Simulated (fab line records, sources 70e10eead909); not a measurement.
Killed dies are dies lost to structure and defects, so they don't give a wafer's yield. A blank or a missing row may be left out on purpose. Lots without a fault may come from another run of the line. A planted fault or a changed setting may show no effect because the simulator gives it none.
A struck lot beside a sound one | flow nand_harc | 32 steps out of a route of 1302
Sound: wafers L619.1, L619.2, L619.6. Struck: wafers L629.2, L629.5, L629.6. The cause comes at the end.
At each step with rows: each side's tool, then ch and its chambers, then its first start. Under that, the readings that differ: sound wafers | struck wafers | difference of the means | sigmas: that difference in standard deviations of wafers without a fault.
alike: readings whose means differ by less than 2 such deviations, and words and numbers that are the same on both sides. not compared: withheld readings, readings that some wafer has no value for, bounds like >300 that may hide the same value, and numbers for which the record gives no deviation and whose values overlap.
The two part at a step that has a row with sigmas, a row that says differs or no value, or rows on one side only. Numbers that don't overlap but have no deviation are shown without sigmas and don't part them. A reading that every wafer of one side lacks parts them only if that side has two wafers or more.

first, 5 steps without rows for these wafers: NHARC_A_ONON_D1_DEP_19 (target thk 1000 nm); NHARC_A_ONON_D1_DEP_22 (target thk 1000 nm); NHARC_A_ONON_D1_DEP_25 (target thk 1000 nm); NHARC_A_ONON_D1_DEP_28 (target thk 1000 nm); NHARC_A_ONON_D1_DEP_33 (deposits SiO2, target thk 200 nm).
NHARC_A_CHANNEL_HOLE_D1_DEP_00: deposits aC, target thk 3100 nm.
  sound on acl_dep-02 ch 0, day 9 04:30; struck on acl_dep-01 ch 0, day 12 12:41
  alike: throttle_valve_pct
then, 25 steps without rows for these wafers: NHARC_A_CHANNEL_HOLE_D1_DEP_01 (deposits SiON, target thk 140 nm); NHARC_A_CHANNEL_HOLE_D1_DEHYDRATE_02 (time 120 s); NHARC_A_CHANNEL_HOLE_D1_HMDS_03 (time 30 s); NHARC_A_CHANNEL_HOLE_D1_COAT_36 (time 75 s); NHARC_A_CHANNEL_HOLE_D1_COAT_37 (time 65 s); NHARC_A_CHANNEL_HOLE_D1_COAT_04 (resist thk 90 nm); NHARC_A_CHANNEL_HOLE_D1_SOFTBAKE_05 (time 55 s); NHARC_A_CHANNEL_HOLE_D1_EBR_06; NHARC_A_CHANNEL_HOLE_D1_EXPOSE_07 (exposes mask HOLE D1, target cd 100 nm); NHARC_A_CHANNEL_HOLE_D1_PEB_08 (peb time 65 s); NHARC_A_CHANNEL_HOLE_D1_DEVELOP_09 (develop time 35 s); NHARC_A_CHANNEL_HOLE_D1_DESCUM_15 (chemistry O2, time 3 s); NHARC_A_CHANNEL_HOLE_D1_ETCH_38 (etches the open film in CF4, target depth 39 nm, time 65 s); NHARC_A_CHANNEL_HOLE_D1_ETCH_39 (etches the open film in N2/H2, target depth 260 nm, time 325 s); NHARC_A_CHANNEL_HOLE_D1_ETCH_34 (etches the open film in CF4/CHF3, target depth 154 nm, time 77 s); NHARC_A_CHANNEL_HOLE_D1_ETCH_16 (etches the open film in O2/COS, target depth 3100 nm, time 806 s); NHARC_A_CHANNEL_HOLE_D1_ETCH_19 (etches the open film in C4F8/O2/Ar, time 34.5 s); NHARC_A_CHANNEL_HOLE_D1_ETCH_20 (etches the open film in C4F8/O2/Ar, time 361.9 s, target depth 1600 nm); NHARC_A_CHANNEL_HOLE_D1_ETCH_21 (etches the open film in C4F8/O2/Ar, time 514.3 s, target depth 1600 nm); NHARC_A_CHANNEL_HOLE_D1_ETCH_22 (etches the open film in C4F8/O2/Ar, time 666.7 s, target depth 1600 nm); NHARC_A_CHANNEL_HOLE_D1_ETCH_23 (etches the open film in C4F8/O2/Ar, time 819 s, target depth 1600 nm); NHARC_A_CHANNEL_HOLE_D1_ETCH_24 (etches the open film in C4F8/O2/Ar, time 906.2 s, target depth 1500 nm); NHARC_A_CHANNEL_HOLE_D1_ETCH_25 (etches the open film in C4F8/O2/Ar, time 1040.2 s, target depth 1500 nm); NHARC_A_CHANNEL_HOLE_D1_ETCH_26 (etches the open film in C4F8/O2/Ar, time 224.1 s, target depth 300 nm); NHARC_A_CHANNEL_HOLE_D1_ETCH_33 (etches the open film in C4F8/O2/Ar, time 90 s, target depth 400 nm).
-- the record jumps here: 17 days lie between the struck wafers' starts before and after (it left off in module A_CHANNEL_HOLE_D1 and takes up again in module END, whose first step shown is number 1302 of the route) --
NHARC_END_SORT_01:
  the record has rows for the struck wafers here (prober-01 ch 0, day 29 05:32) and none for the sound ones

WHERE THEY PART
Only at NHARC_END_SORT_01, within this record.

WHY: what the simulator had put in
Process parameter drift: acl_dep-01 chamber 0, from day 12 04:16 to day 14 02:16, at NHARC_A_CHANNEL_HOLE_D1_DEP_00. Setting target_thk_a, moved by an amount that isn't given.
